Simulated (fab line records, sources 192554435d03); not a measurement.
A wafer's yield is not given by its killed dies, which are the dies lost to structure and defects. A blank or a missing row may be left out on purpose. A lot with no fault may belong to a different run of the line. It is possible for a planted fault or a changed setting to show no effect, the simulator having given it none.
Struck lot and sound lot, side by side ; flow n5-finfet ; 38 steps out of a route of 1938
Sound: the wafers L813.3, L813.5, L813.6. Struck: wafer L816.6. (L816.2, L816.3 of the same lot were not struck and are left out.) The cause comes at the end.
At each step with rows: each side's tool, then ch and its chambers, then its first start. Under that, the readings that differ: sound wafers ; struck wafers ; difference of the means ; sigmas: that difference in standard deviations of wafers without a fault.
alike: readings whose means differ by less than 2 such deviations, and words and numbers that are the same on both sides. not compared: withheld readings, readings that some wafer has no value for, bounds like >300 that may hide the same value, and numbers for which the record gives no deviation and whose values overlap.
Wherever a step has rows on one side only, a row that says differs or no value, or a row with sigmas, the two part there. Numbers that don't overlap but have no deviation are shown without sigmas and don't part them. Lack of a reading on every wafer of one side parts them only where that side has two or more wafers.

first, 10 steps without rows for these wafers: N5_STI_FIN_REVEAL_PRECLEAN_18 (cleans in SC2, time 45 s); N5_STI_FIN_REVEAL_SRD_28 (time 30 s); N5_DUMMY_GATE_PRECLEAN_00 (cleans in O3/DIW, time 60 s); N5_DUMMY_GATE_SRD_01 (time 30 s); N5_DUMMY_GATE_ALD_02 (deposits SiO2, target thk 2 nm, pulse time 1 s); N5_DUMMY_GATE_CVD_03 (deposits a-Si from SiH4, target thk 150 nm, time 8042 s); N5_DUMMY_GATE_PRECLEAN_46 (cleans in DIW, time 89.5 s); N5_DUMMY_GATE_SRD_47 (dry time 32 s); N5_DUMMY_GATE_CMP_04 (polishes a-Si); N5_DUMMY_GATE_HM_DEP_06 (deposits SiNx from DCS/NH3, target thk 80 nm, time 5141 s).
N5_DUMMY_GATE_PECVD_30: deposits SiO2 from TEOS/O2, target thk 55 nm, time 10.8 s.
  sound on pecvd-02 ch 0,1,2, day 3 05:46; struck on pecvd-02 ch 0, day 3 21:10
  not compared: since-wet-clean-h
then, 24 steps without rows for these wafers: N5_DUMMY_GATE_COAT_34 (time 60 s, resist thk 60 nm); N5_DUMMY_GATE_COAT_35 (time 60 s, resist thk 10 nm); N5_DUMMY_GATE_COAT_28 (time 60 s, resist thk 10 nm); N5_DUMMY_GATE_COAT_09 (resist thk 30 nm); N5_DUMMY_GATE_EBR_11; N5_DUMMY_GATE_SOFTBAKE_10 (time 60 s); N5_DUMMY_GATE_EXPOSE_12 (exposes mask GATE, target cd 25 nm); N5_DUMMY_GATE_PEB_13 (peb time 60 s); N5_DUMMY_GATE_DEVELOP_14 (develop time 30 s); N5_DUMMY_GATE_DESCUM_20 (chemistry O2, time 6.2 s); N5_DUMMY_GATE_ETCH_29 (etches underlayer in N2/H2, target depth 13 nm); N5_DUMMY_GATE_ETCH_36 (etches SiARC in CF4, target depth 13 nm); N5_DUMMY_GATE_ETCH_37 (etches SOC in N2/H2, target depth 60 nm, overetch 30 nm); N5_DUMMY_GATE_STRIP_38 (strips in N2/H2); N5_DUMMY_GATE_STRIP_39 (strips in N2/H2); N5_DUMMY_GATE_TRIM_49 (chemistry O2, time 29 s, target cd 14 nm); N5_DUMMY_GATE_STRIP_40 (strips in CF4); N5_DUMMY_GATE_ETCH_31 (etches SiO2 in C4F6/O2, target depth 82.5 nm, time 27.5 s); N5_DUMMY_GATE_STRIP_41 (strips in O2); N5_DUMMY_GATE_HM_OPEN_21 (chemistry CH3F/O2, target SiNx, target depth 120 nm, time 171.4 s); N5_DUMMY_GATE_ETCH_32 (etches SiO2 in CF4, target depth 3.5 nm, time 3.9 s); N5_DUMMY_GATE_ETCH_23 (etches poly-Si in HBr/Cl2/O2, target depth 41 nm, time 22.3 s); N5_DUMMY_GATE_ETCH_44 (etches poly-Si in HBr/O2, stops on SiO2, target depth 127.5 nm); N5_DUMMY_GATE_ETCH_42 (etches SiO2 in CHF3/O2, target depth 3.5 nm, time 31 s).
N5_SD_EPI_N_INSPECT_11: inspects for defects (macro).
  sound: defect-inspect-02 at day 3 09:06; struck: defect-inspect-02 at day 3 23:56
reading;sound;struck;difference;sigmas
raw-defect-count;1 2 0;26;+25;+17
-- here the record skips 5 days between the struck wafers' starts before and after, leaving off in module SD_EPI_N and picking up in module BEOL_M4 (first step shown: number 1111 of the route) --
N5_BEOL_M4_RC_MEAS_101:
  sound on prober-02 ch 0, day 8 10:43; struck on prober-01 ch 0, day 9 03:59
reading;sound;struck;difference;sigmas
DIBL_N (mV/V);34.2 34.0 36.2;40.8;+6.0;+3
  alike: DIBL_P, IOFF_N, IOFF_P, ION_N, ION_P, SS_N, SS_P, VT_N, VT_P
-- here the record skips 6 days between the struck wafers' starts before and after, leaving off in module BEOL_M4 and picking up in module PASSIVATION (first step shown: number 1936 of the route) --
N5_PASSIVATION_PROBE_49:
  rows exist in the record for the struck wafers here (prober-02, day 15 05:50), but not for the sound ones

WHERE THEY PART
Last at N5_PASSIVATION_PROBE_49 as far as this record goes, first at N5_SD_EPI_N_INSPECT_11.

WHY: what had been put in by the simulator
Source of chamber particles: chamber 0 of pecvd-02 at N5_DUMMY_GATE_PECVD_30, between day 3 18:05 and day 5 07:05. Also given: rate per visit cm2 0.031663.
